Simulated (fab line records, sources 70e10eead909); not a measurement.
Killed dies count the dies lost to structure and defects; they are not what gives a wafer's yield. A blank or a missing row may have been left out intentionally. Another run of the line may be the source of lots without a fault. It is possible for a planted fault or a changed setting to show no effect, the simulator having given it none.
Code-filled problem report in 8D (eight disciplines) form    flow nand harc    the parts of the form that need people (team, actions taken, sign-off) are left out

## 1. PROBLEM STATEMENT
Mean of killed at array at NHARC_END_SORT_01: 671 across 6 wafers in 2 lots; on wafers with no fault it is 49 (standard deviation 18). Relative to the usual mean, that is a shift of +35 standard deviations.
First observed at day 27 09:05: wafer L156.4, on prober-02. The record has a number at this step for 6 wafers belonging to 2 lots. Rule for "out", or "out of limits": more than 4 standard deviations from the usual mean. The rest of the wafers with a number are treated as sound.

## 2. WHAT IT IS AND WHAT IT IS NOT
question                     is                            is not
which readings at this step  killed at array, killed dies  killed at other, killed at periphery, killed open, killed short
which lots                   L156, L157                    -
which wafers of those lots   all that have a number        -
read on which gauges         prober-02                     -
when                         from day 27 09:05             up to then (0 sound wafers)

## 3. THE SUSPECTS, EACH WITH WHAT RULES IT OUT
Counting: a tool at any process step up to the reading remains a suspect when it ran all the lots that are out and ran no sound lot after the first of those.
- the gauge at NHARC_END_SORT_01 is ruled out. All the wafers that are out were read on prober-02, but those of them that NHARC_A_CHANNEL_HOLE_D1_ETCH_44 has rows for are out there too, on other tools.
- rie diel-13 at NHARC_A_CHANNEL_HOLE_D1_ETCH_44 (etches the open film in CF4/O2, target depth 140 nm, overetch 14 nm, time 77 s): kept. It ran every lot that is out, first L156 (day 11 18:37), and no sound lot after that. Its own run length s readings are out on those wafers.
Remaining after the count: rie diel-13 at NHARC_A_CHANNEL_HOLE_D1_ETCH_44.

## 4. THE CAUSE (what the simulator had put in)
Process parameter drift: rie diel-13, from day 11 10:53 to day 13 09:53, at NHARC_A_CHANNEL_HOLE_D1_ETCH_44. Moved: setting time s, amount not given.
The count eliminated every tool but this one.

## 5. SEQUENCE OF EFFECTS, ordered by route
Each row: a reading whose mean over the struck wafers that have a number lies more than 3 standard deviations from the usual. Scope: only readings with a usual standard deviation given in the record; hours: median across lots of the time from each lot's start at the first step in this table that gives one to its start at this step; sigmas: change in usual standard deviations.
hours  step                             reading          usual   on struck wafers  change  sigmas
0      NHARC_A_CHANNEL_HOLE_D1_ETCH_44  run length s     98.3 s  87.0              -11.3   -20
378    NHARC_END_SORT_01                killed at array  49      671               +622    +35
378    NHARC_END_SORT_01                killed dies      54      677               +623    +33
Here are the process steps it includes:
- NHARC_A_CHANNEL_HOLE_D1_ETCH_44: etches the open film in CF4/O2, target depth 140 nm, overetch 14 nm, time 77 s.

## 6. HOW IT WOULD HAVE BEEN CAUGHT EARLIER
In this record the first reading out of limits at a measuring or inspecting step was taken at day 27 09:05, 382 hours after the fault began at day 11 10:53.
At NHARC_A_CHANNEL_HOLE_D1_ETCH_44, the tool's own readings (run length s) were out on each struck wafer the step has a row for, so an alarm limit on them would have fired on the first such wafer.
The start of NHARC_A_CHANNEL_HOLE_D1_ETCH_44 on rie diel-13 came by day 27 09:05 for every one of the lots that are out (2). None of them would have been spared by holding the tool at that moment.
